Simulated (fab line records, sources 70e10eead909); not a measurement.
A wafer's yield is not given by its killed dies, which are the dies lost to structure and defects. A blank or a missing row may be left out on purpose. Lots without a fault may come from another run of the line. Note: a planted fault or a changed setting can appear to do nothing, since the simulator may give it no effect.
Chamber matching || flow nandHarc || NHARC_A_CONTACT_DEP_29 on pecvd-01: 3 sister chambers
The step deposits SiON, target thk 70 nm. 20 wafers are shown with their chamber, then 10 later ones without.

EACH WAFER AND ITS CHAMBER
{"wafer": "L074.1", "chamber": 0, "heaterPowerW (W)": 667}
{"wafer": "L074.5", "chamber": 0, "heaterPowerW (W)": 681}
{"wafer": "L074.6", "chamber": 1, "heaterPowerW (W)": 882}
{"wafer": "L079.1", "chamber": 1, "heaterPowerW (W)": 790}
{"wafer": "L079.2", "chamber": 0, "heaterPowerW (W)": 801}
{"wafer": "L079.3", "chamber": 2, "heaterPowerW (W)": 824}
{"wafer": "L076.2", "chamber": 1, "heaterPowerW (W)": 857}
{"wafer": "L076.4", "chamber": 1, "heaterPowerW (W)": 848}
{"wafer": "L076.6", "chamber": 0, "heaterPowerW (W)": 815}
{"wafer": "L082.1", "chamber": 2, "heaterPowerW (W)": 838}
{"wafer": "L082.3", "chamber": 0, "heaterPowerW (W)": 679}
{"wafer": "L082.6", "chamber": 1, "heaterPowerW (W)": 732}
{"wafer": "L085.2", "chamber": 2, "heaterPowerW (W)": 859}
{"wafer": "L085.4", "chamber": 2, "heaterPowerW (W)": 846}
{"wafer": "L085.6", "chamber": 1, "heaterPowerW (W)": 788}
{"wafer": "L087.1", "chamber": 1, "heaterPowerW (W)": 786}
{"wafer": "L087.4", "chamber": 2, "heaterPowerW (W)": 858}
{"wafer": "L087.6", "chamber": 1, "heaterPowerW (W)": 799}
{"wafer": "L088.3", "chamber": 1, "heaterPowerW (W)": 734}
{"wafer": "L088.4", "chamber": 2, "heaterPowerW (W)": 835}

SIGNATURES (averages over the wafers above)
{"reading": "heaterPowerW", "chamber 0": 728.60, "chamber 1": 801.78, "chamber 2": 843.33, "scatter within a chamber": 50.8}
Rule: distance of a wafer from a chamber = root of the sum over the readings of ((wafer's reading minus chamber's mean) / reading's scatter) squared. The wafer belongs to the nearest chamber; if the next one is less than 2 further off, it can't be placed. How the scatter is found: for the shown wafers, subtract from each reading the mean of its chamber, square and add these, divide the total by (wafers less chambers), then take the root.

WAFERS WITH NO CHAMBER GIVEN
{"wafer": "L088.5", "heaterPowerW (W)": 714}
{"wafer": "L095.1", "heaterPowerW (W)": 802}
{"wafer": "L095.5", "heaterPowerW (W)": 730}
{"wafer": "L095.6", "heaterPowerW (W)": 793}
{"wafer": "L097.3", "heaterPowerW (W)": 737}
{"wafer": "L097.5", "heaterPowerW (W)": 728}
{"wafer": "L097.6", "heaterPowerW (W)": 765}
{"wafer": "L096.3", "heaterPowerW (W)": 780}
{"wafer": "L096.4", "heaterPowerW (W)": 818}
{"wafer": "L096.6", "heaterPowerW (W)": 761}

THE CHAMBER EACH PASSED THROUGH
{"wafer": "L088.5", "from the rows above": "can't be placed: 0 or 1", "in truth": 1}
{"wafer": "L095.1", "from the rows above": "can't be placed: 1 or 2 or 0", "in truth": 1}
{"wafer": "L095.5", "from the rows above": "can't be placed: 0 or 1", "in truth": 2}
{"wafer": "L095.6", "from the rows above": "can't be placed: 1 or 2 or 0", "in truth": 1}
{"wafer": "L097.3", "from the rows above": "can't be placed: 0 or 1 or 2", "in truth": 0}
{"wafer": "L097.5", "from the rows above": "can't be placed: 0 or 1", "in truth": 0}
{"wafer": "L097.6", "from the rows above": "can't be placed: 0 or 1 or 2", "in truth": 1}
{"wafer": "L096.3", "from the rows above": "can't be placed: 1 or 0 or 2", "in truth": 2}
{"wafer": "L096.4", "from the rows above": "can't be placed: 1 or 2 or 0", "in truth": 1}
{"wafer": "L096.6", "from the rows above": "can't be placed: 0 or 1 or 2", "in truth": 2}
Correct placement for 0 of the 10. Unplaceable from these rows: 10, with the true chamber sitting among the candidates in 9. Placed wrongly: 0.
